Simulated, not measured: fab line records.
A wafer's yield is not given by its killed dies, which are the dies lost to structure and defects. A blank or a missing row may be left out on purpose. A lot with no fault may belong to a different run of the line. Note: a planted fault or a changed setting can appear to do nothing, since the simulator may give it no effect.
Chamber matching / flow n5Finfet / N5_BEOL_M0_SAQP_ILD_DEP_01 on pecvd-02: 3 sister chambers
The step deposits SiOC from DEMS/O2, target thk 45.419 nm, time 8.7 s. 3 wafers are shown with their chamber, then 7 later ones without.

== WAFERS, EACH WITH ITS CHAMBER ==
wafer=L081.3; chamber=0; throttleValvePct (%)=11.2
wafer=L086.1; chamber=1; throttleValvePct (%)=12.5
wafer=L086.2; chamber=2; throttleValvePct (%)=11.8

== WAFERS WHOSE CHAMBER IS MISSING ==
wafer=L086.5; throttleValvePct (%)=11.8
wafer=L087.3; throttleValvePct (%)=12.5
wafer=L087.4; throttleValvePct (%)=12.6
wafer=L087.6; throttleValvePct (%)=12.1
wafer=L090.3; throttleValvePct (%)=12.3
wafer=L090.4; throttleValvePct (%)=11.9
wafer=L090.6; throttleValvePct (%)=12.5

== EACH ONE'S CHAMBER ==
wafer=L086.5; from the rows above=2; in truth=2
wafer=L087.3; from the rows above=1; in truth=1
wafer=L087.4; from the rows above=1; in truth=1
wafer=L087.6; from the rows above=can't be placed: 2 or 1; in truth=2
wafer=L090.3; from the rows above=1; in truth=1
wafer=L090.4; from the rows above=2; in truth=2
wafer=L090.6; from the rows above=1; in truth=1
6 of 7 placed correctly. Can't be placed from these rows: 1 (the true chamber is among the candidates in 1). Wrongly placed: 0.
How it was worked out, from the rows above alone: a wafer's distance from a chamber is the root of the sum, over the readings, of the square of ((its reading less the chamber's mean) divided by the reading's scatter). If the next closest chamber is less than 2 further off than the closest, the wafer can't be placed; otherwise it belongs to the closest. Each chamber's mean is taken over the wafers shown for it. The scatter: root of mean squared gap, hidden wafer to nearest shown wafer, with one shown wafer a chamber.
